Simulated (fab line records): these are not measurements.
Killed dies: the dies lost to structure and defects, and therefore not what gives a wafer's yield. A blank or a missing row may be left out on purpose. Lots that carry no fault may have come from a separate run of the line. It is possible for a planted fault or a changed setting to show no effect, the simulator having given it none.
The tool behind it: which one? + flow nand-harc + at 1 step of a route of 1302, 14 lots with 40 wafers sampled

WHAT THE GAUGES READ, wafer by wafer
NHARC_P_M2_INSPECT_11. Usual: raw-defect-count 4.9, standard deviation 2.9.
| lot  | measured     | on                | raw-defect-count | flag |
|------|--------------|-------------------|------------------|------|
| L178 | day 6 13:12  | defect-inspect-02 | 3 9 2            |      |
| L180 | day 7 05:23  | defect-inspect-01 | 10 10 10         |      |
| L181 | day 7 11:33  | defect-inspect-01 | 5 4 6            |      |
| L183 | day 8 16:08  | defect-inspect-01 | 4 0 3            |      |
| L184 | day 8 17:01  | defect-inspect-01 | 2 5 1            |      |
| L185 | day 9 07:11  | defect-inspect-01 | 1 4 2            |      |
| L186 | day 9 16:22  | defect-inspect-02 | 4 7 5            |      |
| L189 | day 11 03:24 | defect-inspect-02 | 9 7 5            |      |
| L190 | day 11 06:19 | defect-inspect-02 | 4 1 3            |      |
| L192 | day 12 12:53 | defect-inspect-01 | 3 6 7            |      |
| L193 | day 12 13:23 | defect-inspect-01 | 1                |      |
| L194 | day 13 00:20 | defect-inspect-02 | 3 2 1            |      |
| L198 | day 14 17:52 | defect-inspect-02 | 7 4 6            |      |
| L199 | day 15 00:43 | defect-inspect-01 | 7 6 4            |      |

WHAT TOOL EACH LOT RAN ON (gives the tool, then ch and the chambers of the sampled wafers, and finally the start)
Before these readings, the record contains no process step.

AS READ BY THE TOOLS THEMSELVES (means over the sampled wafers that have a number; for cases with no such wafer, the mark the record gives instead)
The record holds no such reading with a usual standard deviation.

THE ANSWER, worked out from the rows above alone
Rule: take the mean of a lot's wafers that have a number; if it is more than 3 standard deviations from the usual mean, the lot is off. A lot without any number at a reading at which 4 lots or more have one is off too. Any other lot the step has rows for is counted as sound. First the gauges in route order, then the tools' own readings, where a lot's mean is used as printed above. The first step at which some lot is off is used, and at that step the reading that is off furthest; a lot without a number counts as furthest.
No lot is off at any reading shown: from this, nothing can be told.

WHAT THE SIMULATOR HAD INSERTED
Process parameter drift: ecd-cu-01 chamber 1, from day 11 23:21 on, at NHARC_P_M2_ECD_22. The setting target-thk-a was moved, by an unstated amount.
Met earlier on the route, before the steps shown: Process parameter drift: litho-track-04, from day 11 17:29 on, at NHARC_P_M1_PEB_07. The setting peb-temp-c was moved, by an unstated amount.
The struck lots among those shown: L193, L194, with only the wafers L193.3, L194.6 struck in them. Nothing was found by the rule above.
